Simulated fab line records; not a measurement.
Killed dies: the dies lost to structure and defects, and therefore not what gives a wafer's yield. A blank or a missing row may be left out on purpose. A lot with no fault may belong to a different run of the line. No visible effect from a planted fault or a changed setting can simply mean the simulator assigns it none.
Which tool did it? :: flow nandHarc :: 14 lots, 42 wafers sampled, at 5 steps of a route of 1159

== WHAT THE GAUGES READ, wafer by wafer ==
NHARC_P_M0_OVL_MEAS_10: pitch 180 nm. Usual: overlayXNm 0.0 nm, standard deviation 0.72; overlayYNm 0.1 nm, standard deviation 0.81.
lot: L844
measured: day 6 08:19
on: overlay-02
overlayXNm (nm): -0.2 0.4 0.3
overlayYNm (nm): 0.6 0.6 1.4
flag: 

lot: L845
measured: day 6 14:48
on: overlay-02
overlayXNm (nm): -0.4 -1.1 -0.6
overlayYNm (nm): -0.2 -0.5 -1.0
flag: 

lot: L848
measured: day 7 04:06
on: overlay-01
overlayXNm (nm): 0.6 1.0 0.8
overlayYNm (nm): 0.2 0.1 0.7
flag: 

lot: L846
measured: day 7 05:32
on: overlay-02
overlayXNm (nm): 0.2 -0.3 0.0
overlayYNm (nm): 0.9 0.6 0.4
flag: 

lot: L847
measured: day 7 06:04
on: overlay-02
overlayXNm (nm): 0.5 0.4 -0.3
overlayYNm (nm): 1.6 2.1 1.9
flag: 

lot: L849
measured: day 7 19:52
on: overlay-01
overlayXNm (nm): 0.1 0.4 0.4
overlayYNm (nm): 0.1 0.0 0.6
flag: 

lot: L852
measured: day 8 05:51
on: overlay-01
overlayXNm (nm): 1.0 0.8 1.0
overlayYNm (nm): -0.3 0.1 -0.6
flag: 

lot: L854
measured: day 10 08:07
on: overlay-02
overlayXNm (nm): 0.6 -0.1 0.4
overlayYNm (nm): -0.8 -1.4 -1.3
flag: 

lot: L856
measured: day 10 08:27
on: overlay-01
overlayXNm (nm): -0.8 -0.1 -0.3
overlayYNm (nm): -1.5 -1.5 -1.2
flag: 

lot: L858
measured: day 10 16:35
on: overlay-01
overlayXNm (nm): -1.4 -1.6 -1.7
overlayYNm (nm): -0.7 -0.2 -0.9
flag: 

lot: L861
measured: day 10 17:16
on: overlay-02
overlayXNm (nm): -0.7 -1.1 -1.6
overlayYNm (nm): 1.4 0.6 0.5
flag: 

lot: L859
measured: day 10 18:14
on: overlay-01
overlayXNm (nm): 0.3 0.7 0.7
overlayYNm (nm): -0.8 -0.8 -0.4
flag: 

lot: L863
measured: day 10 21:38
on: overlay-01
overlayXNm (nm): 0.3 -0.1 0.4
overlayYNm (nm): -1.1 -0.7 -0.9
flag: 

lot: L864
measured: day 10 23:41
on: overlay-02
overlayXNm (nm): -0.9 -1.6 -1.6
overlayYNm (nm): 0.0 -0.2 0.6
flag: 

NHARC_P_M0_INSPECT_27. Usual: rawDefectCount 290, standard deviation 100.
lot: L844
measured: day 6 10:53
on: defectInspect-02
rawDefectCount: 310 269 230
flag: 

lot: L845
measured: day 6 17:23
on: defectInspect-02
rawDefectCount: 314 265 352
flag: 

lot: L848
measured: day 7 06:59
on: defectInspect-02
rawDefectCount: 300 211 169
flag: 

lot: L846
measured: day 7 08:14
on: defectInspect-01
rawDefectCount: 329 185 153
flag: 

lot: L847
measured: day 7 08:48
on: defectInspect-02
rawDefectCount: 162 288 281
flag: 

lot: L849
measured: day 7 22:29
on: defectInspect-02
rawDefectCount: 321 128 144
flag: 

lot: L852
measured: day 8 08:29
on: defectInspect-01
rawDefectCount: 278 200 153
flag: 

lot: L854
measured: day 10 10:41
on: defectInspect-02
rawDefectCount: 269 572 522
flag: 

lot: L856
measured: day 10 11:05
on: defectInspect-02
rawDefectCount: 309 598 472
flag: 

lot: L858
measured: day 10 19:11
on: defectInspect-01
rawDefectCount: 281 399 267
flag: 

lot: L861
measured: day 10 19:55
on: defectInspect-02
rawDefectCount: 544 380 302
flag: 

lot: L859
measured: day 10 21:14
on: defectInspect-01
rawDefectCount: 293 232 362
flag: 

lot: L863
measured: day 11 00:13
on: defectInspect-01
rawDefectCount: 212 164 222
flag: 

lot: L864
measured: day 11 02:15
on: defectInspect-02
rawDefectCount: 325 271 332
flag: 

NHARC_P_M1_CD_MEAS_09: the cd target is 130 nm. Usual: cdNm 130.0 nm, standard deviation 0.65.
lot: L844
measured: day 6 12:18
on: cdSem-01
cdNm (nm): 131.4 130.7 130.5
flag: 

lot: L845
measured: day 6 18:48
on: cdSem-01
cdNm (nm): 129.1 130.0 129.8
flag: 

lot: L848
measured: day 7 08:22
on: cdSem-03
cdNm (nm): 130.8 130.1 131.1
flag: 

lot: L846
measured: day 7 09:30
on: cdSem-02
cdNm (nm): 130.2 130.0 129.4
flag: 

lot: L847
measured: day 7 10:12
on: cdSem-03
cdNm (nm): 130.2 131.1 130.7
flag: 

lot: L849
measured: day 7 23:53
on: cdSem-01
cdNm (nm): 130.6 130.7 130.1
flag: 

lot: L852
measured: day 8 09:53
on: cdSem-03
cdNm (nm): 129.4 130.1 130.2
flag: 

lot: L854
measured: day 10 12:11
on: cdSem-01
cdNm (nm): 129.9 129.4 130.1
flag: 

lot: L856
measured: day 10 12:29
on: cdSem-01
cdNm (nm): 130.1 129.4 128.5
flag: 

lot: L858
measured: day 10 20:34
on: cdSem-02
cdNm (nm): 103.9 104.1 104.4
flag: OFF

lot: L861
measured: day 10 21:19
on: cdSem-03
cdNm (nm): 130.7 129.7 130.0
flag: 

lot: L859
measured: day 10 22:44
on: cdSem-03
cdNm (nm): 129.5 129.5 128.8
flag: 

lot: L863
measured: day 11 01:38
on: cdSem-01
cdNm (nm): 130.5 129.7 130.0
flag: 

lot: L864
measured: day 11 03:41
on: cdSem-02
cdNm (nm): 107.7 107.7 107.5
flag: OFF

NHARC_P_M1_OVL_MEAS_10: pitch 260 nm. Usual: overlayXNm 0.1 nm, standard deviation 0.74; overlayYNm 0.0 nm, standard deviation 0.8.
lot: L844
measured: day 6 12:23
on: overlay-02
overlayXNm (nm): -1.7 -1.1 -1.5
overlayYNm (nm): -1.7 -1.2 -1.7
flag: 

lot: L845
measured: day 6 18:53
on: overlay-01
overlayXNm (nm): 0.1 0.6 0.3
overlayYNm (nm): 1.6 0.8 1.1
flag: 

lot: L848
measured: day 7 08:27
on: overlay-02
overlayXNm (nm): 0.1 -0.2 0.3
overlayYNm (nm): 0.1 -0.3 -0.2
flag: 

lot: L846
measured: day 7 09:35
on: overlay-01
overlayXNm (nm): 0.9 1.2 1.1
overlayYNm (nm): -1.0 -1.1 -0.9
flag: 

lot: L847
measured: day 7 10:17
on: overlay-02
overlayXNm (nm): 0.4 -0.1 0.1
overlayYNm (nm): 0.7 0.1 0.7
flag: 

lot: L849
measured: day 7 23:58
on: overlay-01
overlayXNm (nm): 0.2 0.1 0.1
overlayYNm (nm): 0.2 0.7 0.0
flag: 

lot: L852
measured: day 8 09:58
on: overlay-02
overlayXNm (nm): -0.4 0.3 0.0
overlayYNm (nm): 0.1 -0.4 -0.8
flag: 

lot: L854
measured: day 10 12:17
on: overlay-01
overlayXNm (nm): 1.2 1.3 1.2
overlayYNm (nm): 0.2 0.6 0.8
flag: 

lot: L856
measured: day 10 12:34
on: overlay-02
overlayXNm (nm): 0.0 0.6 0.5
overlayYNm (nm): 0.1 0.9 0.1
flag: 

lot: L858
measured: day 10 20:40
on: overlay-01
overlayXNm (nm): 0.2 0.6 0.9
overlayYNm (nm): 0.2 0.1 -0.2
flag: 

lot: L861
measured: day 10 21:25
on: overlay-02
overlayXNm (nm): -1.0 -0.6 -0.6
overlayYNm (nm): 0.7 0.4 0.0
flag: 

lot: L859
measured: day 10 22:50
on: overlay-02
overlayXNm (nm): -0.9 -0.6 -0.7
overlayYNm (nm): -0.1 -0.3 -0.3
flag: 

lot: L863
measured: day 11 01:44
on: overlay-01
overlayXNm (nm): 1.1 1.3 1.6
overlayYNm (nm): -0.4 -1.2 -0.8
flag: 

lot: L864
measured: day 11 03:47
on: overlay-01
overlayXNm (nm): 0.1 0.2 -0.2
overlayYNm (nm): -0.7 -0.2 -0.6
flag: 

== WHICH TOOL RAN EACH LOT (tool, then ch and the chambers of the sampled wafers, then the start) ==
lot: L844
NHARC_P_M1_PEB_07: lithoTrack-01 ch 0, day 6 12:13

lot: L845
NHARC_P_M1_PEB_07: lithoTrack-04 ch 0, day 6 18:43

lot: L848
NHARC_P_M1_PEB_07: lithoTrack-01 ch 0, day 7 08:17

lot: L846
NHARC_P_M1_PEB_07: lithoTrack-04 ch 0, day 7 09:26

lot: L847
NHARC_P_M1_PEB_07: lithoTrack-04 ch 0, day 7 10:07

lot: L849
NHARC_P_M1_PEB_07: lithoTrack-06 ch 0, day 7 23:47

lot: L852
NHARC_P_M1_PEB_07: lithoTrack-01 ch 0, day 8 09:48

lot: L854
NHARC_P_M1_PEB_07: lithoTrack-06 ch 0, day 10 12:07

lot: L856
NHARC_P_M1_PEB_07: lithoTrack-06 ch 0, day 10 12:24

lot: L858
NHARC_P_M1_PEB_07: lithoTrack-04 ch 0, day 10 20:29

lot: L861
NHARC_P_M1_PEB_07: lithoTrack-01 ch 0, day 10 21:14

lot: L859
NHARC_P_M1_PEB_07: lithoTrack-06 ch 0, day 10 22:39

lot: L863
NHARC_P_M1_PEB_07: lithoTrack-01 ch 0, day 11 01:34

lot: L864
NHARC_P_M1_PEB_07: lithoTrack-04 ch 0, day 11 03:36
- NHARC_P_M1_PEB_07: peb time 65 s.

== WHAT THE TOOLS THEMSELVES READ (means of the sampled wafers that have a number; where no wafer has one, the mark that the record gives instead) ==
NHARC_P_M1_PEB_07. Usual: heaterPowerTotalW 156.6 W, standard deviation 0.41; plateTempC 99.97 C, standard deviation 0.12.
lot: L844
tool: lithoTrack-01
heaterPowerTotalW (W): 156.8
plateTempC (C): 100.06
flag: 

lot: L845
tool: lithoTrack-04
heaterPowerTotalW (W): 156.6
plateTempC (C): 99.94
flag: 

lot: L848
tool: lithoTrack-01
heaterPowerTotalW (W): 156.5
plateTempC (C): 99.92
flag: 

lot: L846
tool: lithoTrack-04
heaterPowerTotalW (W): 156.5
plateTempC (C): 99.95
flag: 

lot: L847
tool: lithoTrack-04
heaterPowerTotalW (W): 156.4
plateTempC (C): 99.95
flag: 

lot: L849
tool: lithoTrack-06
heaterPowerTotalW (W): 156.3
plateTempC (C): 100.11
flag: 

lot: L852
tool: lithoTrack-01
heaterPowerTotalW (W): 156.7
plateTempC (C): 99.98
flag: 

lot: L854
tool: lithoTrack-06
heaterPowerTotalW (W): 156.5
plateTempC (C): 99.95
flag: 

lot: L856
tool: lithoTrack-06
heaterPowerTotalW (W): 156.4
plateTempC (C): 100.08
flag: 

lot: L858
tool: lithoTrack-04
heaterPowerTotalW (W): 143.5
plateTempC (C): 93.84
flag: OFF

lot: L861
tool: lithoTrack-01
heaterPowerTotalW (W): 156.7
plateTempC (C): 99.87
flag: 

lot: L859
tool: lithoTrack-06
heaterPowerTotalW (W): 156.7
plateTempC (C): 100.13
flag: 

lot: L863
tool: lithoTrack-01
heaterPowerTotalW (W): 156.7
plateTempC (C): 99.90
flag: 

lot: L864
tool: lithoTrack-04
heaterPowerTotalW (W): 143.1
plateTempC (C): 93.76
flag: OFF

== THE ANSWER, worked out from the rows above alone ==
Rule: lot off if the mean of its wafers having a number is beyond 3 standard deviations from the usual mean. A lot without any number at a reading at which 4 lots or more have one is off too. The other lots that the step has rows for count as sound. The gauges are gone through in route order, then the tools' own readings, and for those a lot's mean is taken as printed above. At the first step where some lot is off, the reading lying furthest off is the one used; lots without a number count as furthest.
Off at NHARC_P_M1_CD_MEAS_09 (cdNm): L858, L864.
A tool fits if, at a process step before that reading, it ran every lot that is off, and no sound lot after the first of them. Not tried: the gauges at NHARC_P_M1_CD_MEAS_09; whatever is off there is also off at NHARC_P_M1_PEB_07, on other tools, and gauge error can't account for it. One fits: NHARC_P_M1_PEB_07 on lithoTrack-04. Its last sound lot is L847 (day 7 10:07), its first lot that is off L858 (day 10 20:29): a fault that began between those two fits.
The tool's own readings at NHARC_P_M1_PEB_07 bear it out: on the lots that are off they differ by more than 5 times the standard deviation of the sound lots' means. heaterPowerTotalW reads 143.3 W there against 156.6 W on the sound lots; plateTempC reads 93.80 C there against 99.99 C on the sound lots.

== WHAT THE SIMULATOR HAD PUT IN ==
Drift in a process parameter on lithoTrack-04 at NHARC_P_M1_PEB_07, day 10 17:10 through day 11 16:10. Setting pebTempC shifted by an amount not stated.
Lots struck among those shown: L858, L864. The rule given above showed the same thing.
